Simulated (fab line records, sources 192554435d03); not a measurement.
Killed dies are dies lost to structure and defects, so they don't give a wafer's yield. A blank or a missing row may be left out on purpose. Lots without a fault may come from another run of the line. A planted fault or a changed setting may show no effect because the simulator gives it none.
A struck lot beside a sound one | flow n5_finfet | 21 steps out of a route of 1938
Sound: wafers L122.2, L122.4, L122.5. Struck: wafers L127.2, L127.6. (L127.3 of the same lot was not struck and is left out.) The cause comes at the end.
At each step with rows: each side's tool, then ch and its chambers, then its first start. Under that, the readings that differ: sound wafers | struck wafers | difference of the means | sigmas: that difference in standard deviations of wafers without a fault.
alike: readings whose means differ by less than 2 such deviations, and words and numbers that are the same on both sides. not compared: withheld readings, readings that some wafer has no value for, bounds like >300 that may hide the same value, and numbers for which the record gives no deviation and whose values overlap.
The two part at a step that has a row with sigmas, a row that says differs or no value, or rows on one side only. Numbers that don't overlap but have no deviation are shown without sigmas and don't part them. A reading that every wafer of one side lacks parts them only if that side has two wafers or more.

first, 9 steps without rows for these wafers: N5_BEOL_M0_SAQP_EBR_10; N5_BEOL_M0_SAQP_SOFTBAKE_09 (time 60 s); N5_BEOL_M0_SAQP_EXPOSE_11 (exposes mask M0 CORE, target cd 42 nm); N5_BEOL_M0_SAQP_PEB_12 (peb time 60 s); N5_BEOL_M0_SAQP_DEVELOP_13 (develop time 30 s); N5_BEOL_M0_SAQP_DESCUM_19 (chemistry O2, time 7.9 s); N5_BEOL_M0_SAQP_ETCH_83 (etches SiARC in CF4, target depth 39 nm, time 65 s); N5_BEOL_M0_SAQP_ETCH_84 (etches SOC in N2/H2, target depth 100 nm, overetch 20 nm, time 150 s); N5_BEOL_M0_SAQP_STRIP_80 (strips in N2/H2).
N5_BEOL_M0_SAQP_HM_OPEN_112: chemistry CHF3/O2, target SiO2, stops on a-Si, target depth 12 nm, time 13.5 s.
  sound on rie_diel-04 ch 0,3, day 6 10:12; struck on rie_diel-04 ch 1,3, day 7 04:52
  reading                                         | sound           | struck    | difference | sigmas
  model.SiARC_of_BEOL_M0_SAQP_COAT_82.thk_nm (nm) | 5.2 4.8 5       | 0 0       | -5         |
  model.SOC_of_BEOL_M0_SAQP_COAT_81.thk_nm (nm)   | 100 100.2 100.2 | 97.8 98.2 | -2.1       |
  model.a-Si_of_BEOL_M0_SAQP_PECVD_04.thk_nm (nm) | 59 59.8 60.4    | 57.8 58.2 | -1.7       |
  alike: drypump_motor_current_A, oes_f_703_au, oes_product_au, rf_vpp_V, showerhead_plenum_p_Torr, throttle_valve_pct
  not compared: rf_hours_counter_h
then, 1 step without rows for these wafers: N5_BEOL_M0_SAQP_STRIP_113 (strips in CHF3/O2).
N5_BEOL_M0_SAQP_MANDREL_ETCH_20: etches a-Si in HBr/Cl2, stops on SiNx, target depth 60 nm, bt time 10 s, time 30 s.
  sound on rie_si-05 ch 0,1, day 6 10:17; struck on rie_si-05 ch 2,3, day 7 04:58
  reading                                       | sound             | struck      | difference | sigmas
  model.SOC_of_BEOL_M0_SAQP_COAT_81.thk_nm (nm) | 76.2 76 76        | 74 74.8     | -2         |
  model.etch.depth_nm (nm)                      | 58.92 59.74 60.44 | 57.82 58.11 | -1.73      |
  alike: drypump_motor_current_A, he_backside_leak_sccm, mfc_cl2_sccm, oes_product_au, throttle_valve_pct
  not compared: rf_hours_counter_h
then, 5 steps without rows for these wafers: N5_BEOL_M0_SAQP_STRIP_86 (strips in N2/H2); N5_BEOL_M0_SAQP_STRIP_115 (strips in post etch residue remover, time 60 s); N5_BEOL_M0_SAQP_SRD_93 (time 30 s); N5_BEOL_M0_SAQP_RECESS_114 (chemistry HF/NH3, target SiO2, target depth 14.4 nm, afs cycles 3, sublimation time 60 s); N5_BEOL_M0_SAQP_SPACER1_ALD_98 (deposits SiO2, target thk 12.8 nm, pulse time 1 s, purge time 2 s).
N5_BEOL_M0_SAQP_SPACER1_ETCHBACK_99: etches SiO2 in CHF3/O2, target depth 15.4 nm, time 7.7 s.
  sound on rie_diel-04 ch 2,3, day 6 11:23; struck on rie_diel-05 ch 1,2, day 7 06:08
  reading                                         | sound          | struck    | difference | sigmas
  rf_vpp_V (V)                                    | 536 530 537    | 522 523   | -12        | -2
  model.a-Si_of_BEOL_M0_SAQP_PECVD_04.thk_nm (nm) | 58.4 59.2 59.8 | 57.2 57.4 | -1.8       |
  alike: drypump_motor_current_A, oes_f_703_au, oes_product_au, showerhead_plenum_p_Torr, throttle_valve_pct
  not compared: rf_hours_counter_h
then, 1 step without rows for these wafers: N5_BEOL_M0_SAQP_MANDREL1_REMOVE_100 (chemistry HBr/Cl2/O2, target a-Si, stops on SiNx, bt time 10 s).
-- the record jumps here: 3 days lie between the struck wafers' starts before and after (it left off in module BEOL_M0_SAQP and takes up again in module BEOL_M4, whose first step shown is number 1111 of the route) --
N5_BEOL_M4_RC_MEAS_101:
  sound on prober-02 ch 0, day 9 02:17; struck on prober-01 ch 0, day 10 01:38
  reading   | sound          | struck    | difference | sigmas
  VT_P (mV) | -245 -249 -247 | -257 -251 | -7         | -2
  alike: DIBL_N, DIBL_P, IOFF_N, IOFF_P, ION_N, ION_P, SS_N, SS_P, VT_N
then, 1 step without rows for these wafers: N5_PASSIVATION_PROBE_49.

WHERE THEY PART
First at N5_BEOL_M0_SAQP_SPACER1_ETCHBACK_99; last, within this record, at N5_BEOL_M4_RC_MEAS_101.

WHY: what the simulator had put in
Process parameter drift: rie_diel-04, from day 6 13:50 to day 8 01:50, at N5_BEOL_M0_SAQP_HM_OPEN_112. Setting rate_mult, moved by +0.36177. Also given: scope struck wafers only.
